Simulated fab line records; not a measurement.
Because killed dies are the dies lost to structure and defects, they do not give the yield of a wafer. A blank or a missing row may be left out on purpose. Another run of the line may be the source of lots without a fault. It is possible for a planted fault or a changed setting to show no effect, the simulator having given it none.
Comparing a struck lot with a sound one + flow n5Finfet + 36 steps out of a route of 1938
Sound: the wafers L647.1, L647.3, L647.6. Struck: wafers L660.2, L660.4 (left out: L660.5, a lot-mate that was not struck); the cause follows at the end.
Order at every step that has rows: each side's tool, ch and its chambers, its first start. Under that, the readings that differ: sound wafers + struck wafers + difference of the means + sigmas: that difference in standard deviations of wafers without a fault.
alike: readings with means less than 2 such deviations apart, plus words and numbers identical on both sides. not compared: withheld readings, readings lacking a value on some wafer, bounds such as >300 that could conceal the same value, and numbers that have no deviation in the record and whose values overlap.
A row with sigmas, a row that says differs or no value, or rows on one side alone: a step with any of these is where the two part. Numbers that have no deviation but don't overlap get no sigmas and don't part them. A reading missing from all wafers of one side parts the sides only when that side holds two or more wafers.

first, 9 steps without rows for these wafers: N5_BEOL_M7_ALD_77 (deposits TaN, target thk 2 nm, pulse time 2 s, purge time 3 s); N5_BEOL_M7_SURFACE_TREAT_79; N5_BEOL_M7_CVD_78 (deposits Co from CCTBA/H2, target thk 2 nm, time 142.3 s); N5_BEOL_M7_SPUTTER_48 (material Cu, target thk 10 nm, time 1.667 s); N5_BEOL_M7_ECD_50 (material Cu, target thk 300 nm); N5_BEOL_M7_ANNEAL_51 (time 90 s); N5_BEOL_M7_CMP_52 (polishes, stops on SiCOH lowk, t overpolish 6.9 s, target thk 80 nm); N5_BEOL_M7_PRE_CLEAN_55 (time 15 s); N5_BEOL_M7_DEP_56 (deposits SiCN from 3MS/NH3, target thk 10 nm, time 17.5 s).
N5_BEOL_M8_ILD_DEP_00: deposits SiCOH lowk from DEMS/porogen, target thk 179.75 nm, time 33.4 s.
  sound on pecvd-03 ch 1,2, day 10 10:20; struck on pecvd-03 ch 0, day 14 18:53
| reading                                           | sound             | struck    | difference | sigmas |
|---------------------------------------------------|-------------------|-----------|------------|--------|
| model.SiCOH_lowk_of_BEOL_M8_ILD_DEP_00.thkNm (nm) | 179.4 181.2 180.4 | 240.4 247 | +63.4      |        |
  alike: heaterPowerW, rfFwdPowerW, showerheadPlenumPTorr, throttleValvePct
then, 1 step without rows for these wafers: N5_BEOL_M8_CURE_74 (cures SiCOH lowk, time 240 s).
N5_BEOL_M8_THK_MEAS_01:
  sound on filmMetro-02 at day 10 11:24; struck on filmMetro-01 at day 14 19:28
| reading         | sound             | struck      | difference | sigmas |
|-----------------|-------------------|-------------|------------|--------|
| M8_ILD_THK (nm) | 154.5 156.1 155.7 | 208.0 213.6 | +55.4      | +28    |
then, 23 steps without rows for these wafers: N5_BEOL_M8_PECVD_70 (deposits SiO2 from TEOS/O2, target thk 20 nm, time 22.7 s); N5_BEOL_M8_HM_DEP_02 (deposits TiN, target thk 20 nm); N5_BEOL_M8_COAT_59 (time 60 s, resist thk 100 nm); N5_BEOL_M8_COAT_60 (time 60 s, resist thk 35 nm); N5_BEOL_M8_COAT_05 (resist thk 90 nm); N5_BEOL_M8_EBR_07; N5_BEOL_M8_SOFTBAKE_06 (time 60 s); N5_BEOL_M8_EXPOSE_08 (exposes mask M8); N5_BEOL_M8_PEB_09 (peb time 60 s); N5_BEOL_M8_DEVELOP_10 (develop time 30 s); N5_BEOL_M8_DESCUM_16 (chemistry O2, time 7.9 s); N5_BEOL_M8_ETCH_61 (etches SiARC in CF4, target depth 45.5 nm, time 75.8 s); N5_BEOL_M8_ETCH_62 (etches SOC in N2/H2, target depth 110 nm, overetch 22 nm, time 165 s); N5_BEOL_M8_STRIP_68 (strips in N2/H2); N5_BEOL_M8_STRIP_67 (strips in CF4); N5_BEOL_M8_HM_OPEN_17 (chemistry Cl2/BCl3, target TiN, target depth 20 nm, overetch 6 nm); N5_BEOL_M8_STRIP_19 (strips in O2); N5_BEOL_M8_COAT_63 (time 60 s, resist thk 60 nm); N5_BEOL_M8_COAT_64 (time 60 s, resist thk 12 nm); N5_BEOL_M8_COAT_71 (time 60 s, resist thk 5 nm); N5_BEOL_M8_COAT_22 (resist thk 30 nm); N5_BEOL_M8_EBR_24; N5_BEOL_M8_SOFTBAKE_23 (time 60 s).
N5_BEOL_M8_CMP_52: polishes, stops on SiCOH lowk, t overpolish 6.9 s, target thk 80 nm.
  sound on cmp-01 ch 2,3, day 10 15:45; struck on cmp-04 ch 0,2, day 15 05:02
| reading                                           | sound             | struck    | difference | sigmas |
|---------------------------------------------------|-------------------|-----------|------------|--------|
| model.SiCOH_lowk_of_BEOL_M8_ILD_DEP_00.thkNm (nm) | 151.6 153.2 152.6 | 205 210.8 | +55        |        |
  alike: motorCurrentA

## WHERE THEY PART
At N5_BEOL_M8_THK_MEAS_01 and nowhere else, as far as this record goes. Later steps at which nothing parts them and some readings are alike: N5_BEOL_M8_CMP_52.

WHY: the cause the simulator had injected
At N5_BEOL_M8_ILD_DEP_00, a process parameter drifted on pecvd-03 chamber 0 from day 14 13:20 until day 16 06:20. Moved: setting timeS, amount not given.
